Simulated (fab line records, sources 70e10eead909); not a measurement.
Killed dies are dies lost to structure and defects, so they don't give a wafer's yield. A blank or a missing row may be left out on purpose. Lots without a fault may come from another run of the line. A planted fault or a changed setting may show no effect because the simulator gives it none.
fab line records | flow nand_harc
record lots=24 wafers=72 last_day=33
route steps=1302 shown P_M0@267 P_M1@307 P_M2@335
lots that met no fault: from a run of the same line without faults
start_h: hours from the record's first day to the start of the lot's first wafer shown | wait_h: hours since the lot's step before | " the same as in the row above | L1.1+2: a row that stands for several wafers | - no value, or no start given | * or withheld: withheld | < > ~ a bound
route shown NAME@n: a module of which the file shows steps, and the number in the route of the first | usual: mean/standard deviation of fault-free wafers | same: alike in all rows | chamber/n: place in a boat | sites: the reading at each site | _std_site: their standard deviation | _edge_site: outer sites' mean less inner sites' | radius_mm: how far each site lies from the wafer's centre | mask NAME#n: copy n | behind: the tool/chamber that last shaped the wafer | hold: why the lot was held/for how many hours/how that ended | device: the transistor (n, p or np) that didn't switch | end of line: the same wafers' tests at the end of the route | a step without rows: its recipe alone | killed: dies lost to structure and defects at the first sort, not the wafer's yield | map: a wafer's dies, x killed, . not, _ none there
set.NAME: the setting as run; set.NAME@STEP: as run at that earlier step | model.NAME: the simulator's own value behind a step, which no gauge read
steps of the route over a sample of lots; a table a step, a row a wafer
services: from which hour (start_h, from the record's first day; less than 0 if before it) a tool's chamber was out of use, for how many hours, and why
## steps
# step NHARC_P_M0_ETCH_34
# recipe target_depth_a=400 overetch_a=120 time_s=43.94 ion_energy_ev=200 n2_flow_sccm=150 h2_flow_sccm=150 ar_flow_sccm=0 rf_w=400 bias_w=150 chemistry=N2/H2
# usual chamber_pressure_mTorr=30.000/0.029 drypump_motor_current_A=5.8/0.5 h2_flow_sccm=150.0/0.41 oes_product_au=1.002/0.01 rf_vpp_V=430.1/2.7 showerhead_plenum_p_Torr=2.02/0.091 throttle_valve_pct=14.171/0.009
# columns lot.wafer tool chamber start_h wait_h chamber_pressure_mTorr drypump_motor_current_A h2_flow_sccm oes_product_au rf_hours_counter_h rf_vpp_V showerhead_plenum_p_Torr throttle_valve_pct
L074.2 rie_diel-04 2 117.53 0.1 30.020 5.8 150.0 1.011 21 428.8 1.92 14.188
L074.6 " 3 " " 29.996 5.7 150.1 0.981 - 427.8 1.96 14.171
L074.5 " 0 " " 30.009 6.6 149.8 1.014 - 433.6 2.16 14.167
L075.1 rie_diel-04 1 132.75 0.1 30.039 6.0 150.5 1.001 21 430.2 1.98 14.170
L075.3 " 2 " " 30.007 5.9 150.8 1.001 23 426.9 1.92 14.166
L075.5 " 2 " " 30.025 5.8 150.6 1.012 - 426.3 1.92 14.163
L076.4 rie_diel-04 0 136.77 0.1 30.037 6.6 150.4 1.022 22 432.8 2.16 14.172
L076.2 " 1 " " 29.984 6.0 150.1 1.007 21 429.6 1.98 14.178
L076.5 " 1 " " 30.007 5.9 150.4 1.000 - 428.3 1.98 14.166
L077.2 rie_diel-01 3 151.02 0.1 30.005 4.9 150.3 0.994 34 427.7 1.96 14.167
L077.3 " 1 " " 29.945 6.7 150.0 1.008 41 431.9 2.09 14.169
L077.6 " 3 " " 29.965 4.9 149.8 0.991 - 428.8 1.96 14.169
L078.2 rie_diel-06 1 160.41 0.1 30.031 5.5 149.7 0.990 7 432.7 2.12 14.161
L078.1 " 2 " " 30.017 5.0 150.3 1.027 8 431.0 2.04 14.176
L078.3 " 3 " " 30.033 6.5 149.7 1.012 9 426.9 1.92 14.157
L079.4 rie_diel-06 0 178.72 0.1 30.007 5.6 150.3 0.996 15 433.7 2.16 14.149
L079.2 " 1 " " 29.996 5.5 149.7 0.977 14 433.3 2.11 14.163
L079.6 " 3 " " 30.024 6.5 149.6 0.994 - 427.5 1.92 14.162
L080.4 rie_diel-06 2 182.09 0.1 30.037 5.0 149.8 1.014 17 432.0 2.04 14.173
L080.1 " 3 " " 30.014 6.5 149.6 1.006 18 426.0 1.92 14.167
L080.6 " 0 " " 30.005 5.6 150.0 1.004 - 432.9 2.15 14.179
L081.1 rie_diel-01 1 200.03 0.1 29.974 6.7 149.8 1.004 53 433.4 2.09 14.173
L081.4 " 3 " " 29.995 4.9 150.1 0.990 46 429.3 1.95 14.174
L081.6 " 2 " " 29.940 5.6 149.6 1.006 - 431.5 2.05 14.171
L082.3 rie_diel-04 1 200.58 0.1 30.051 6.0 149.3 0.999 3 428.6 1.98 14.161
L082.2 " 2 " " 30.025 5.8 150.6 1.030 3 426.3 1.91 14.178
L082.5 " 1 " " 30.021 5.9 149.6 1.001 - 429.1 1.98 14.168
L083.1 rie_diel-04 3 206.55 0.1 29.973 5.6 150.0 1.007 4 429.4 1.95 14.181
L083.2 " 0 " " 30.050 6.6 149.5 1.012 3 433.6 2.16 14.167
L083.3 " 2 " " 29.963 5.8 150.4 1.020 4 426.1 1.91 14.173
L084.4 rie_diel-04 0 225.40 0.1 29.961 6.6 149.9 1.010 6 433.2 2.15 14.170
L084.3 " 1 " " 29.952 5.9 149.8 1.005 7 428.8 1.98 14.185
L084.5 " 3 " " 29.972 5.7 150.2 1.007 - 429.0 1.95 14.165
L085.2 rie_diel-06 1 230.06 0.1 30.003 5.4 150.3 0.996 30 432.2 2.11 14.185
L085.1 " 2 " " 30.000 5.0 150.5 1.019 33 432.1 2.03 14.160
L085.6 " 1 " " 29.983 5.5 149.5 0.990 - 432.3 2.11 14.150
L086.2 rie_diel-04 2 237.53 0.1 29.981 5.8 150.0 1.006 9 428.8 1.91 14.169
L086.3 " 0 " " 30.017 6.6 150.2 1.006 7 434.1 2.15 14.175
L086.5 " 3 " " 30.024 5.7 149.5 1.002 - 427.4 1.95 14.179
L087.3 rie_diel-04 3 266.45 0.1 29.947 5.6 149.8 1.009 12 426.2 1.95 14.176
L087.6 " 2 " " 29.986 5.8 150.1 1.002 - 427.3 1.91 14.169
L087.5 " 3 " " 30.039 5.7 149.3 1.007 - 428.2 1.95 14.165
L089.2 rie_diel-06 1 267.78 0.1 29.965 5.5 149.6 1.001 44 434.0 2.10 14.157
L089.3 " 2 " " 29.954 5.0 149.6 1.020 47 430.4 2.03 14.152
L089.5 " 1 " " 30.064 5.5 150.1 1.003 - 433.5 2.10 14.179
L088.1 rie_diel-04 3 268.98 0.1 30.020 5.7 149.6 1.009 12 428.0 1.95 14.174
L088.4 " 2 " " 30.056 5.8 149.4 1.009 15 426.9 1.91 14.184
L088.5 " 3 " " 29.964 5.7 150.1 1.003 - 429.1 1.95 14.175
L090.3 rie_diel-04 1 288.42 0.1 30.012 5.9 150.1 0.994 17 429.1 1.98 14.175
L090.2 " 3 " " 30.012 5.7 150.4 0.995 15 429.1 1.95 14.172
L090.6 " 2 " " 29.963 5.8 150.2 0.993 - 426.7 1.91 14.182
L091.2 rie_diel-06 3 290.43 0.1 30.004 6.5 150.3 0.999 53 428.5 1.90 14.164
L091.4 " 0 " " 30.017 5.6 149.8 0.994 51 434.3 2.14 14.175
L091.5 " 0 " " 29.936 5.6 150.2 1.000 - 433.4 2.14 14.165
L092.2 rie_diel-04 2 306.30 0.1 30.040 5.8 149.8 1.000 24 426.0 1.91 14.170
L092.6 " 2 " " 30.005 5.8 150.0 1.000 - 426.7 1.91 14.176
L092.5 " 3 " " 30.024 5.7 149.8 1.003 - 428.3 1.95 14.186
L093.1 rie_diel-04 3 311.25 0.1 30.027 5.7 149.5 0.986 21 428.9 1.95 14.171
L093.2 " 0 " " 29.965 6.6 149.5 1.006 20 433.6 2.15 14.171
L093.4 " 2 " " 29.959 5.8 149.6 0.996 24 427.0 1.91 14.174
L094.4 rie_diel-06 3 321.42 0.1 30.045 6.5 149.7 1.013 1 426.7 1.90 14.178
L094.2 " 1 " " 29.979 5.5 150.2 0.983 1 432.7 2.10 14.161
L094.5 " 2 " " 29.957 5.0 150.2 0.998 - 429.7 2.02 14.174
L095.3 rie_diel-01 0 330.51 0.1 29.987 5.5 150.2 0.993 48 430.4 2.05 14.161
L095.2 " 2 " " 29.981 5.7 150.5 0.979 44 430.4 2.04 14.177
L095.6 " 3 " " 29.973 4.9 149.6 0.993 - 426.6 1.94 14.167
L096.3 rie_diel-04 0 340.28 0.1 29.973 6.6 150.1 1.004 24 432.1 2.15 14.176
L096.2 " 1 " " 29.960 6.0 149.9 0.995 26 429.0 1.97 14.169
L096.5 " 0 " " 29.987 6.5 150.6 1.001 - 433.5 2.15 14.174
L097.3 rie_diel-06 1 352.57 0.2 30.011 5.5 150.2 0.985 11 431.4 2.10 14.173
L097.6 " 2 " " 30.010 5.0 150.4 1.003 - 429.3 2.02 14.154
L097.5 " 3 " " 30.005 6.5 149.6 1.000 - 426.6 1.90 14.170
# step NHARC_P_M0_PVD_20
# recipe target_thk_a=50 bias_v=168.6 power_w=15000 chamber_pressure_pa=0.12 time_s=8.06 substrate_temp_c=50 material=TaN
# usual bias_v=168.6/1.5 throttle_valve_pct=29.9/1
# columns lot.wafer tool chamber start_h wait_h bias_v throttle_valve_pct
L074.2 pvd_sputter-03 - - - 166.2 30.8
L074.5 " - " " 167.4 29.6
L074.6 " - " " 169.0 30.6
L075.1 pvd_sputter-03 - - - 167.5 29.1
L075.3 " - " " 169.1 29.3
L075.5 " - " " 170.4 29.6
L076.4 pvd_sputter-01 - - - 166.2 29.3
L076.2 " - " " 166.5 29.2
L076.5 " - " " 171.2 29.4
L077.3 pvd_sputter-02 - - - 169.2 28.1
L077.2 " - " " 171.3 31.4
L077.6 " - " " 167.7 28.0
L078.1 pvd_sputter-01 - - - 171.9 30.6
L078.3 " - " " 168.8 29.3
L078.2 " - " " 168.2 29.2
L079.4 pvd_sputter-02 - - - 167.5 28.1
L079.2 " - " " 168.6 31.2
L079.6 " - " " 168.9 27.9
L080.4 pvd_sputter-02 - - - 167.5 31.7
L080.1 " - " " 167.2 29.7
L080.6 " - " " 169.3 27.8
L081.1 pvd_sputter-02 - - - 168.3 28.1
L081.4 " - " " 168.0 31.5
L081.6 " - " " 169.8 28.3
L082.2 pvd_sputter-03 - - - 168.3 29.8
L082.3 " - " " 170.6 30.7
L082.5 " - " " 169.3 30.1
L083.1 pvd_sputter-02 - - - 168.6 29.5
L083.3 " - " " 168.2 28.1
L083.2 " - " " 168.4 29.6
L084.3 pvd_sputter-02 - - - 168.5 31.3
L084.4 " - " " 168.5 29.5
L084.5 " - " " 169.5 28.2
L085.2 pvd_sputter-03 - - - 167.9 28.6
L085.1 " - " " 168.5 29.3
L085.6 " - " " 166.0 28.7
L086.2 pvd_sputter-01 - - - 168.6 31.2
L086.3 " - " " 168.4 29.2
L086.5 " - " " 166.1 29.7
L087.3 pvd_sputter-02 - - - 170.0 29.5
L087.5 " - " " 167.6 29.5
L087.6 " - " " 171.9 28.4
L089.2 pvd_sputter-01 - - - 169.5 30.7
L089.3 " - " " 168.1 28.9
L089.5 " - " " 168.7 29.9
L088.4 pvd_sputter-02 - - - 171.3 29.5
L088.1 " - " " 168.8 29.5
L088.5 " - " " 167.0 29.3
L090.3 pvd_sputter-03 - - - 168.3 29.4
L090.2 " - " " 170.8 30.1
L090.6 " - " " 168.7 29.9
L091.4 pvd_sputter-01 - - - 169.0 30.3
L091.2 " - " " 171.0 29.6
L091.5 " - " " 171.3 31.0
L092.2 pvd_sputter-01 - - - 168.6 29.3
L092.5 " - " " 168.5 30.4
L092.6 " - " " 170.8 29.6
L093.1 pvd_sputter-02 - - - 167.0 28.9
L093.4 " - " " 168.8 31.2
L093.2 " - " " 173.5 30.8
L094.4 pvd_sputter-02 - - - 167.8 31.4
L094.2 " - " " 166.0 28.8
L094.5 " - " " 169.6 31.0
L095.3 pvd_sputter-02 - - - 166.7 31.3
L095.2 " - " " 169.7 28.5
L095.6 " - " " 166.5 31.7
L096.3 pvd_sputter-01 - - - 169.9 29.1
L096.2 " - " " 167.9 31.1
L096.5 " - " " 167.3 29.1
L097.3 pvd_sputter-02 - - - 169.5 31.4
L097.5 " - " " 169.4 30.9
L097.6 " - " " 168.7 28.8
# step NHARC_P_M0_DEP_32
# recipe target_thk_a=300 temp_c=370 target_thk_nm=30 pressure_torr=3 flow_sccm=200 rf_w=450 material=SiCN
# usual heater_power_w=613/73
# columns lot.wafer tool chamber start_h wait_h heater_power_w
L074.2 pecvd-01 2 120.05 0.1 660
L074.5 " 0 " " 526
L074.6 " 1 " " 540
L075.3 pecvd-02 2 135.34 0.1 597
L075.1 " 0 " " 520
L075.5 " 0 " " 546
L076.2 pecvd-04 2 139.58 0.1 575
L076.4 " 2 " " 559
L076.5 " 0 " " 680
L077.2 pecvd-02 0 153.62 0.1 584
L077.3 " 2 " " 591
L077.6 " 0 " " 594
L078.2 pecvd-02 0 162.96 0.1 611
L078.3 " 1 " " 708
L078.1 " 2 " " 545
L079.2 pecvd-04 2 181.28 0.1 539
L079.4 " 2 " " 539
L079.6 " 2 " " 533
L080.1 pecvd-02 2 184.61 0.1 492
L080.6 " 2 " " 479
L080.4 " 1 " " 719
L081.1 pecvd-01 2 202.59 0.1 661
L081.6 " 1 " " 698
L081.4 " 2 " " 678
L082.2 pecvd-04 2 203.21 0.1 534
L082.3 " 2 " " 539
L082.5 " 2 " " 531
L083.2 pecvd-04 2 209.12 0.1 544
L083.1 " 1 " " 691
L083.3 " 1 " " 695
L084.3 pecvd-04 2 228.14 0.2 574
L084.4 " 1 " " 709
L084.5 " 1 " " 726
L085.1 pecvd-01 0 233.00 0.1 516
L085.2 " 1 " " 655
L085.6 " 0 " " 503
L086.3 pecvd-02 2 240.72 0.1 537
L086.2 " 0 " " 461
L086.5 " 0 " " 463
L087.3 pecvd-04 1 269.22 0.2 705
L087.6 " 2 " " 555
L087.5 " 1 " " 697
L089.3 pecvd-02 0 270.36 0.1 570
L089.2 " 1 " " 663
L089.5 " 1 " " 667
L088.1 pecvd-01 1 271.51 0.1 651
L088.4 " 1 " " 639
L088.5 " 2 " " 580
L090.3 pecvd-04 0 290.97 0.1 622
L090.2 " 2 " " 511
L090.6 " 1 " " 692
L091.2 pecvd-02 2 292.98 0.1 582
L091.5 " 0 " " 532
L091.4 " 1 " " 726
L092.2 pecvd-01 2 308.90 0.1 662
L092.5 " 1 " " 667
L092.6 " 2 " " 667
L093.1 pecvd-04 0 313.79 0.1 560
L093.2 " 2 " " 567
L093.4 " 1 " " 623
L094.2 pecvd-02 2 324.10 0.1 585
L094.5 " 0 " " 539
L094.4 " 2 " " 589
L095.2 pecvd-04 0 333.11 0.1 623
L095.3 " 0 " " 608
L095.6 " 0 " " 623
L096.2 pecvd-04 0 343.03 0.1 655
L096.3 " 1 " " 694
L096.5 " 1 " " 667
L097.3 pecvd-02 2 355.12 0.1 570
L097.5 " 0 " " 513
L097.6 " 1 " " 720
# step NHARC_P_M1_PVD_20
# recipe target_thk_a=50 bias_v=168.6 power_w=15000 chamber_pressure_pa=0.12 time_s=8.06 substrate_temp_c=50 material=TaN
# usual bias_v=168.3/1.6 throttle_valve_pct=29.8/0.92
# columns lot.wafer tool chamber start_h wait_h bias_v throttle_valve_pct
L074.2 pvd_sputter-02 - - - 167.8 28.1
L074.6 " - " " 169.1 28.0
L074.5 " - " " 167.2 31.3
L075.3 pvd_sputter-03 - - - 169.0 29.4
L075.1 " - " " 167.6 30.7
L075.5 " - " " 168.6 30.0
L076.4 pvd_sputter-02 - - - 170.6 28.2
L076.2 " - " " 169.3 29.8
L076.5 " - " " 167.1 28.4
L077.3 pvd_sputter-03 - - - 166.1 30.6
L077.2 " - " " 165.6 30.0
L077.6 " - " " 164.9 30.6
L078.2 pvd_sputter-03 - - - 169.9 30.3
L078.1 " - " " 168.9 29.1
L078.3 " - " " 167.0 29.5
L079.4 pvd_sputter-02 - - - 168.1 29.4
L079.2 " - " " 167.5 28.1
L079.6 " - " " 167.9 29.7
L080.1 pvd_sputter-01 - - - 168.9 29.3
L080.4 " - " " 167.9 30.9
L080.6 " - " " 171.3 29.3
L081.1 pvd_sputter-03 - - - 167.2 28.7
L081.4 " - " " 169.2 30.8
L081.6 " - " " 166.8 29.5
L082.2 pvd_sputter-03 - - - 167.2 29.8
L082.3 " - " " 166.1 28.6
L082.5 " - " " 169.5 29.9
L083.1 pvd_sputter-02 - - - 168.2 31.2
L083.2 " - " " 170.0 29.4
L083.3 " - " " 166.3 29.4
L084.4 pvd_sputter-03 - - - 165.5 30.9
L084.3 " - " " 168.8 28.6
L084.5 " - " " 169.0 29.3
L085.1 pvd_sputter-02 - - - 170.3 28.1
L085.2 " - " " 167.8 31.1
L085.6 " - " " 166.0 29.7
L086.3 pvd_sputter-03 - - - 169.2 30.8
L086.2 " - " " 170.8 29.5
L086.5 " - " " 169.0 30.0
L087.3 pvd_sputter-03 - - - 169.2 30.0
L087.6 " - " " 170.7 28.7
L087.5 " - " " 167.3 30.5
L089.2 pvd_sputter-01 - - - 169.1 29.1
L089.3 " - " " 165.2 30.6
L089.5 " - " " 163.9 31.1
L088.4 pvd_sputter-02 - - - 169.9 29.4
L088.1 " - " " 169.1 28.1
L088.5 " - " " 169.1 29.6
L090.2 pvd_sputter-03 - - - 166.7 29.2
L090.3 " - " " 167.1 30.7
L090.6 " - " " 166.1 29.5
L091.4 pvd_sputter-03 - - - 168.4 30.4
L091.2 " - " " 169.2 29.9
L091.5 " - " " 167.9 30.4
L092.2 pvd_sputter-03 - - - 167.3 31.0
L092.6 " - " " 169.5 30.0
L092.5 " - " " 167.6 28.9
L093.1 pvd_sputter-03 - - - 168.7 29.0
L093.4 " - " " 167.3 29.2
L093.2 " - " " 168.5 30.0
L094.2 pvd_sputter-01 - - - 168.6 28.8
L094.4 " - " " 165.2 30.3
L094.5 " - " " 167.5 29.1
L095.2 pvd_sputter-02 - - - 167.0 28.7
L095.3 " - " " 167.5 31.4
L095.6 " - " " 165.6 31.0
L096.2 pvd_sputter-01 - - - 172.6 29.6
L096.3 " - " " 170.0 28.8
L096.5 " - " " 167.9 29.3
L097.3 pvd_sputter-02 - - - 165.8 30.8
L097.6 " - " " 169.0 29.0
L097.5 " - " " 168.1 31.4
# step NHARC_P_M2_STRIP_18
# recipe power_w=1000 n2_flow_sccm=150 h2_flow_sccm=150 ar_flow_sccm=0 bias_w=0 chemistry=N2/H2
# usual chamber_pressure_mTorr=30.000/0.026 drypump_motor_current_A=5.9/0.44 h2_flow_sccm=150.1/0.43 oes_product_au=0.998/0.011 power_w=1000.0/2.8 rf_vpp_V=90.5/0.93 showerhead_plenum_p_Torr=2.01/0.083 throttle_valve_pct=14.171/0.0092
# columns lot.wafer tool chamber start_h wait_h chamber_pressure_mTorr drypump_motor_current_A h2_flow_sccm oes_product_au power_w rf_hours_counter_h rf_vpp_V showerhead_plenum_p_Torr throttle_valve_pct
L074.2 rie_diel-13 3 126.27 0.1 30.012 5.9 150.3 0.998 995.7 8 89.4 1.92 14.179
L074.5 " 0 " " 30.035 6.1 150.0 1.005 1001.3 - 88.9 1.94 14.162
L074.6 " 1 " " 30.025 5.7 149.9 1.012 1000.3 - 91.1 2.15 14.166
L075.1 rie_diel-13 2 141.51 0.1 30.036 5.2 149.8 1.013 1004.7 10 90.7 1.89 14.164
L075.3 " 3 " " 30.003 5.9 150.2 1.009 1004.5 11 89.8 1.92 14.184
L075.5 " 3 " " 29.973 5.9 149.4 1.015 1003.4 - 90.6 1.92 14.162
L076.2 rie_diel-11 3 145.34 0.1 29.987 5.5 149.6 0.997 996.1 2 91.7 2.09 14.169
L076.4 " 1 " " 29.987 6.3 150.1 1.007 999.1 - 90.9 2.05 14.185
L076.5 " 3 " " 29.997 5.5 150.1 0.994 1000.9 - 91.6 2.09 14.174
L077.2 rie_diel-11 3 159.93 0.1 29.999 5.5 150.1 0.996 997.2 4 90.2 2.09 14.177
L077.3 " 1 " " 29.976 6.3 150.6 1.003 1005.4 3 89.8 2.05 14.169
L077.6 " 1 " " 29.967 6.4 150.8 0.999 1002.0 - 90.2 2.05 14.179
L078.2 rie_diel-11 3 169.35 0.1 30.000 5.5 150.1 0.998 1007.4 4 90.2 2.09 14.181
L078.3 " 1 " " 29.987 6.3 150.0 1.014 996.7 3 90.5 2.05 14.162
L078.1 " 2 " " 29.963 6.0 150.2 0.998 1001.6 2 90.5 2.09 14.155
L079.4 rie_diel-11 1 187.45 0.1 29.967 6.3 150.3 1.004 1000.2 4 90.5 2.04 14.161
L079.2 " 3 " " 30.011 5.5 151.2 1.001 1000.4 5 91.6 2.09 14.171
L079.6 " 2 " " 30.007 6.1 149.6 1.009 997.7 - 91.3 2.09 14.164
L080.1 rie_diel-07 0 190.42 0.1 30.017 6.7 150.5 0.978 998.3 4 89.6 2.04 14.163
L080.4 " 1 " " 30.064 6.0 150.3 0.980 1001.7 4 90.8 1.95 14.174
L080.6 " 0 " " 29.995 6.8 150.1 0.971 999.2 - 91.7 2.04 14.174
L081.1 rie_diel-13 0 208.30 0.1 30.059 6.1 150.0 0.992 1001.6 1 89.7 1.94 14.168
L081.4 " 3 " " 30.027 5.9 150.5 0.982 998.9 1 89.2 1.92 14.169
L081.6 " 1 " " 30.032 5.7 150.5 1.005 1001.9 - 89.9 2.15 14.158
L082.2 rie_diel-13 2 209.46 0.1 30.034 5.2 150.3 1.009 1000.8 1 89.7 1.89 14.169
L082.3 " 3 " " 30.052 5.9 150.0 0.980 1001.9 1 89.2 1.92 14.160
L082.5 " 3 " " 29.961 5.9 149.6 0.982 1000.2 - 91.5 1.92 14.168
L083.2 rie_diel-07 3 215.14 0.1 30.020 6.0 149.4 1.001 997.8 8 90.8 2.10 14.179
L083.3 " 0 " " 30.033 6.8 149.4 0.991 997.2 6 90.8 2.04 14.162
L083.1 " 2 " " 29.985 6.0 151.0 0.990 998.8 7 90.7 1.89 14.173
L084.3 rie_diel-07 2 234.29 0.1 29.960 6.0 150.1 0.999 998.7 8 90.4 1.89 14.190
L084.4 " 0 " " 29.971 6.7 150.3 0.994 1002.4 6 90.7 2.04 14.182
L084.5 " 2 " " 29.994 6.0 150.1 0.991 1004.0 - 89.3 1.89 14.184
L085.1 rie_diel-07 1 240.35 0.1 30.042 5.9 151.1 0.998 999.1 7 90.1 1.95 14.163
L085.2 " 3 " " 29.957 5.9 150.3 0.996 999.7 9 91.5 2.10 14.170
L085.6 " 0 " " 30.029 6.8 150.7 0.983 999.8 - 91.3 2.04 14.177
L086.2 rie_diel-11 1 247.03 0.1 29.964 6.3 150.3 0.999 998.3 6 90.5 2.04 14.186
L086.3 " 3 " " 29.976 5.6 150.6 0.989 1002.1 7 91.6 2.09 14.183
L086.5 " 1 " " 29.988 6.4 150.0 1.005 999.4 - 90.7 2.04 14.167
L087.3 rie_diel-07 2 275.16 0.1 30.001 6.0 150.6 0.999 1002.8 10 90.0 1.89 14.173
L087.5 " 0 " " 30.010 6.8 150.0 0.971 998.8 - 90.3 2.04 14.190
L087.6 " 1 " " 29.947 5.9 149.8 0.997 997.5 - 89.9 1.95 14.169
L089.2 rie_diel-11 2 276.17 0.1 30.018 6.0 150.4 0.981 999.6 1 91.1 2.09 14.165
L089.3 " 3 " " 29.984 5.5 149.6 1.006 1002.4 1 89.9 2.09 14.175
L089.5 " 2 " " 29.985 6.0 150.3 0.983 1001.6 - 90.7 2.09 14.173
L088.4 rie_diel-07 3 277.93 0.1 30.019 6.0 150.7 1.000 1000.1 11 92.9 2.10 14.171
L088.1 " 1 " " 29.969 5.9 150.2 0.995 1001.9 9 89.1 1.95 14.186
L088.5 " 2 " " 30.035 6.0 150.0 1.003 993.5 - 89.5 1.89 14.170
L090.2 rie_diel-13 2 296.85 0.1 29.980 5.2 149.8 1.015 997.0 5 89.2 1.89 14.180
L090.3 " 0 " " 29.980 6.1 149.7 0.994 1004.8 6 89.8 1.94 14.143
L090.6 " 1 " " 29.997 5.6 150.0 1.006 999.4 - 92.0 2.14 14.177
L091.2 rie_diel-11 3 299.09 0.1 29.961 5.5 150.3 1.013 1003.0 2 91.3 2.09 14.179
L091.4 " 0 " " 30.038 5.2 149.6 1.008 998.6 2 89.1 1.97 14.182
L091.5 " 2 " " 30.007 6.0 150.9 0.966 999.0 - 90.8 2.09 14.167
L092.2 rie_diel-07 3 315.01 0.1 30.027 6.0 150.2 0.999 1003.6 1 89.8 2.10 14.165
L092.5 " 2 " " 29.978 6.0 150.0 1.007 997.8 - 89.7 1.89 14.153
L092.6 " 3 " " 30.020 6.0 149.8 0.999 1000.3 - 91.5 2.10 14.172
L093.1 rie_diel-07 3 319.62 0.1 30.023 6.0 149.9 0.997 999.6 2 90.9 2.10 14.159
L093.2 " 0 " " 29.959 6.8 150.0 1.003 1000.9 1 91.6 2.04 14.170
L093.4 " 2 " " 29.983 6.0 150.6 0.989 992.5 2 89.6 1.89 14.167
L094.2 rie_diel-13 0 329.91 0.1 30.012 6.1 149.8 1.006 1001.8 8 89.8 1.94 14.186
L094.4 " 1 " " 30.011 5.7 150.5 1.006 1000.5 6 90.9 2.14 14.181
L094.5 " 1 " " 30.004 5.7 149.7 1.012 999.4 - 91.1 2.14 14.187
L095.2 rie_diel-11 0 339.23 0.1 30.004 5.3 149.8 1.014 996.1 4 89.7 1.97 14.189
L095.3 " 2 " " 30.005 6.0 149.5 0.978 1001.9 4 90.7 2.09 14.176
L095.6 " 0 " " 30.004 5.2 150.0 1.008 996.7 - 89.7 1.97 14.183
L096.2 rie_diel-07 1 349.04 0.1 30.011 5.9 150.6 1.003 1004.3 3 90.7 1.95 14.182
L096.3 " 3 " " 30.049 6.0 150.9 0.992 1001.0 4 90.5 2.10 14.152
L096.5 " 1 " " 29.973 5.9 149.5 0.999 996.6 - 91.6 1.95 14.170
L097.3 rie_diel-11 2 360.96 0.1 30.022 6.0 150.6 0.977 999.8 5 92.0 2.08 14.178
L097.6 " 2 " " 30.002 6.0 149.9 0.980 1002.2 - 91.6 2.08 14.171
L097.5 " 3 " " 29.969 5.6 150.5 1.000 998.6 - 90.4 2.09 14.156
# step NHARC_P_M2_PVD_20
# recipe target_thk_a=50 bias_v=168.6 power_w=15000 chamber_pressure_pa=0.12 time_s=8.06 substrate_temp_c=50 material=TaN
# usual bias_v=168.7/1.7 throttle_valve_pct=29.8/0.87
# columns lot.wafer tool chamber start_h wait_h bias_v throttle_valve_pct
L074.2 pvd_sputter-02 - - - 167.3 29.4
L074.5 " - " " 169.6 29.8
L074.6 " - " " 167.1 29.4
L075.1 pvd_sputter-01 - - - 170.2 30.4
L075.3 " - " " 167.2 29.2
L075.5 " - " " 167.8 30.7
L076.4 pvd_sputter-01 - - - 166.7 29.6
L076.2 " - " " 167.9 29.2
L076.5 " - " " 166.0 30.3
L077.2 pvd_sputter-02 - - - 167.1 29.6
L077.3 " - " " 168.9 27.9
L077.6 " - " " 169.3 29.4
L078.3 pvd_sputter-02 - - - 167.8 30.9
L078.1 " - " " 170.3 29.8
L078.2 " - " " 169.8 29.7
L079.2 pvd_sputter-02 - - - 169.7 28.2
L079.4 " - " " 168.2 31.4
L079.6 " - " " 168.1 29.5
L080.1 pvd_sputter-03 - - - 173.9 28.7
L080.4 " - " " 169.2 29.1
L080.6 " - " " 169.1 30.1
L081.4 pvd_sputter-02 - - - 171.0 29.6
L081.1 " - " " 168.3 28.1
L081.6 " - " " 170.5 29.4
L082.2 pvd_sputter-03 - - - 166.8 29.2
L082.3 " - " " 167.3 30.6
L082.5 " - " " 166.7 29.4
L083.3 pvd_sputter-03 - - - 170.4 29.9
L083.1 " - " " 168.4 28.7
L083.2 " - " " 169.3 30.7
L084.4 pvd_sputter-03 - - - 170.1 29.1
L084.3 " - " " 169.2 28.9
L084.5 " - " " 170.4 29.4
L085.1 pvd_sputter-01 - - - 170.9 29.2
L085.2 " - " " 169.7 30.2
L085.6 " - " " 168.4 29.5
L086.2 pvd_sputter-03 - - - 166.8 30.9
L086.3 " - " " 167.0 29.9
L086.5 " - " " 170.4 28.9
L087.3 pvd_sputter-03 - - - 172.7 28.6
L087.5 " - " " 169.1 30.0
L087.6 " - " " 171.4 28.9
L089.2 pvd_sputter-02 - - - 165.4 28.0
L089.3 " - " " 165.7 31.0
L089.5 " - " " 169.3 31.3
L088.1 pvd_sputter-03 - - - 169.6 29.9
L088.4 " - " " 170.3 30.9
L088.5 " - " " 172.4 29.3
L090.3 pvd_sputter-03 - - - 172.4 29.2
L090.2 " - " " 169.5 28.7
L090.6 " - " " 169.7 29.4
L091.2 pvd_sputter-02 - - - 169.2 28.8
L091.4 " - " " 168.7 31.6
L091.5 " - " " 166.9 31.0
L092.2 pvd_sputter-01 - - - 167.3 29.4
L092.5 " - " " 169.4 30.4
L092.6 " - " " 165.4 29.4
L093.2 pvd_sputter-03 - - - 169.2 29.1
L093.4 " - " " 167.7 30.0
L093.1 " - " " 168.0 30.9
L094.2 pvd_sputter-03 - - - 169.7 29.7
L094.4 " - " " 165.7 30.7
L094.5 " - " " 168.4 29.5
L095.2 pvd_sputter-02 - - - 166.9 28.7
L095.3 " - " " 168.4 31.5
L095.6 " - " " 167.1 28.7
L096.3 pvd_sputter-01 - - - 170.7 29.5
L096.2 " - " " 166.5 29.2
L096.5 " - " " 170.7 29.6
L097.3 pvd_sputter-03 - - - 166.6 30.2
L097.5 " - " " 170.0 29.3
L097.6 " - " " 167.9 29.7
## services
# columns tool chamber start_h hours kind
rie_diel-11 3 102.29 3.4 repair
rie_diel-11 1 103.83 16.7 repair
pvd_sputter-02 - 104.04 10.0 pm
pecvd-02 2 105.35 5.0 repair
pecvd-02 0 109.69 1.8 repair
rie_diel-04 3 142.34 4.6 repair
rie_diel-04 2 152.29 11.4 repair
pecvd-04 0 152.83 132.2 repair
pvd_sputter-02 - 154.95 3.2 repair
rie_diel-04 0 167.20 4.7 repair
rie_diel-04 1 168.83 6.3 repair
pvd_sputter-03 - 170.00 10.0 pm
rie_diel-04 - 178.46 9.0 pm
pvd_sputter-03 - 203.14 1.0 repair
pvd_sputter-01 - 226.00 10.0 pm
rie_diel-04 1 260.17 2.2 repair
pvd_sputter-02 - 263.14 1.9 repair
pecvd-04 - 269.41 13.0 pm
pvd_sputter-02 - 282.04 10.0 pm
pvd_sputter-01 - 295.80 4.4 repair
rie_diel-04 1 301.27 1.5 repair
pecvd-04 2 331.74 12.7 repair
pvd_sputter-03 - 348.00 10.0 pm
rie_diel-04 - 355.46 9.0 pm
## key
fault none
